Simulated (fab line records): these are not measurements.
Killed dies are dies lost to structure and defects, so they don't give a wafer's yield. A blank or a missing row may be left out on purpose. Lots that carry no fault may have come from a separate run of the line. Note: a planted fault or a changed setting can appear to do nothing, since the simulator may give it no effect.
Chamber matching    flow n5-finfet    ald-sin-01 running N5_GATE_CUT_ALD_22: 4 sister chambers
The step deposits SiNx, target thk 16 nm, pulse time 1 s, ald cycles 320. 4 wafers are shown with their chamber, then 8 later ones without.

## WAFERS WITH THEIR CHAMBER
wafer   chamber  heater-power-w (W)
L089.6  3        857
L090.4  1        911
L090.5  2        788
L092.1  0        1130

## WAFERS WHOSE CHAMBER IS MISSING
wafer   heater-power-w (W)
L092.2  903
L092.6  883
L093.1  1123
L093.4  787
L093.6  816
L095.2  823
L095.5  880
L095.6  1111

## EACH ONE'S CHAMBER
wafer   from the rows above      in truth
L092.2  can't be placed: 1 or 3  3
L092.6  can't be placed: 3 or 1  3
L093.1  0                        0
L093.4  2                        2
L093.6  can't be placed: 2 or 3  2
L095.2  can't be placed: 3 or 2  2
L095.5  can't be placed: 3 or 1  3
L095.6  0                        0
Correct placement for 3 of the 8. Unplaceable from these rows: 5, with the true chamber sitting among the candidates in 5. Placed wrongly: 0.
How it was worked out, from the rows above alone: a wafer's distance from a chamber is the root of the sum, over the readings, of the square of ((its reading less the chamber's mean) divided by the reading's scatter). The wafer belongs to the nearest chamber; if the next one is less than 2 further off, it can't be placed. A chamber's mean is the mean of its shown wafers. The scatter: root of mean squared gap, hidden wafer to nearest shown wafer, with one shown wafer a chamber.
